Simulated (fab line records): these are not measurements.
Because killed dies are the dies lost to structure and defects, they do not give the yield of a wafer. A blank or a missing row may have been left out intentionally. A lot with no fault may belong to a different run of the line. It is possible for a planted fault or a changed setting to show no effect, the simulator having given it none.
Chamber matching	flow nandHarc	aldHk-02 running NHARC_A_WL_FILL_ALD_10: 4 sister chambers
The step deposits SiO2, target thk 50 nm, pulse time 10 s, ald cycles 500. 8 wafers are shown with their chamber, then 8 later ones without.

WAFERS, EACH WITH ITS CHAMBER
wafer	chamber	heaterPowerW (W)	precursorPulseHeightRel
L078.3	3	407	0.970
L079.3	3	384	1.005
L079.4	1	509	1.002
L080.5	0	518	0.999
L084.1	1	507	1.000
L084.3	0	531	1.028
L084.6	2	480	0.992
L086.2	2	487	0.999

WAFERS WITHOUT THEIR CHAMBER
wafer	heaterPowerW (W)	precursorPulseHeightRel
L086.3	509	0.974
L086.4	379	1.016
L091.3	475	1.025
L091.4	389	1.003
L091.5	489	0.982
L096.3	502	0.968
L096.5	503	1.007
L096.6	507	0.971

WHICH CHAMBER EACH WENT THROUGH
wafer	from the rows above	in truth
L086.3	can't be placed: 1 or 0 or 2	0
L086.4	3	3
L091.3	can't be placed: 2 or 1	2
L091.4	3	3
L091.5	can't be placed: 2 or 1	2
L096.3	can't be placed: 1 or 2 or 0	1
L096.5	can't be placed: 1 or 2 or 0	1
L096.6	can't be placed: 1 or 2 or 0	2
2 of 8 placed correctly. Cannot be placed on the basis of these rows: 6; the candidates contain the true chamber in 6. Number placed wrongly: 0.
How it was worked out, from the rows above alone: a wafer's distance from a chamber is the root of the sum, over the readings, of the square of ((its reading less the chamber's mean) divided by the reading's scatter). The wafer belongs to the nearest chamber; if the next one is less than 2 further off, it can't be placed. The mean given for a chamber averages the wafers shown for that chamber. How the scatter is found: for the shown wafers, subtract from each reading the mean of its chamber, square and add these, divide the total by (wafers less chambers), then take the root.
